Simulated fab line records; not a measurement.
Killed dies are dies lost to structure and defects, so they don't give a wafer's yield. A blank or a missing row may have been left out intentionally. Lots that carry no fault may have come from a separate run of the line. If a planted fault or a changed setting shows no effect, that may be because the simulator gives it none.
Which tool was responsible? | flow nand-harc | Sampling: 6 lots, 18 wafers, 5 of 1302 route steps

WHAT THE GAUGES READ, wafer by wafer
NHARC_A_CONTACT_INSPECT_23.
lot  | measured     | on                | raw-defect-count
L531 | day 22 22:59 | defect-inspect-01 | 862 659 550
L533 | day 23 13:54 | defect-inspect-01 | 436 557 317
L535 | day 25 01:54 | defect-inspect-01 | 677 758 605
L536 | day 25 10:33 | defect-inspect-01 | 629 615 432
L547 | day 28 19:05 | defect-inspect-02 | 634 535 479
L553 | day 32 11:37 | defect-inspect-01 | 450 540 410

WHAT TOOL EACH LOT RAN ON (gives the tool, then ch and the chambers of the sampled wafers, and finally the start)
lot  | NHARC_A_CONTACT_ETCH_88            | NHARC_A_CONTACT_ETCH_135             | NHARC_A_CONTACT_CVD_19        | NHARC_A_CONTACT_CMP_20
L531 | rie-diel-08 ch 0,1, day 22 17:26   | har-cap-etch-01 ch 0,1, day 22 18:48 | cvd-w-02 ch 0,1, day 22 21:57 | cmp-02 ch 2,3, day 22 22:37
L533 | rie-diel-11 ch 0,1,3, day 23 08:16 | har-cap-etch-03 ch 0,1, day 23 09:38 | cvd-w-01 ch 0,1, day 23 12:44 | cmp-03 ch 0,1, day 23 13:30
L535 | rie-diel-09 ch 1,2,3, day 24 20:15 | har-cap-etch-03 ch 0,1, day 24 21:34 | cvd-w-01 ch 0,1, day 25 00:52 | cmp-02 ch 0,2,3, day 25 01:32
L536 | rie-diel-09 ch 1,2, day 25 04:58   | har-cap-etch-01 ch 0,1, day 25 06:23 | cvd-w-02 ch 0,1, day 25 09:30 | cmp-02 ch 0,3, day 25 10:08
L547 | rie-diel-11 ch 0,2,3, day 28 13:23 | har-cap-etch-03 ch 0,1, day 28 14:40 | cvd-w-02 ch 0,1, day 28 17:56 | cmp-02 ch 0,3, day 28 18:43
L553 | rie-diel-09 ch 0,1,3, day 32 06:04 | har-cap-etch-02 ch 0,1, day 32 07:18 | cvd-w-02 ch 0,1, day 32 10:18 | cmp-03 ch 2,3, day 32 11:14
- NHARC_A_CONTACT_ETCH_88: etches the open film in CF4, target depth 39 nm, time 65 s.
- NHARC_A_CONTACT_ETCH_135: etches the open film in C4F8/O2/Ar, time 311 s, target depth 1912 nm.
- NHARC_A_CONTACT_CVD_19: deposits W, target thk 300 nm, time 802 s.
- NHARC_A_CONTACT_CMP_20: polishes, t overpolish 30 s, target thk 300 nm.

THE ANSWER, worked out from the rows above alone
Rule: usual is defined by the lots themselves. Put in order of their means at a reading, lots are off if they are a third of the lots or fewer, leave a main group of 4 or more, and stand apart from it by a gap of 3 or more times the standard deviation of the main group's means; of several such gaps the widest counts. If all means in a main group match to the digits the tables above print for the reading, that group is not used. Also off: a lot with no number at a reading for which 4 or more lots have one. All remaining lots with rows at the step are treated as sound.
Nothing can be told from this: no lot is off at any reading shown.

WHAT THE SIMULATOR HAD PUT IN
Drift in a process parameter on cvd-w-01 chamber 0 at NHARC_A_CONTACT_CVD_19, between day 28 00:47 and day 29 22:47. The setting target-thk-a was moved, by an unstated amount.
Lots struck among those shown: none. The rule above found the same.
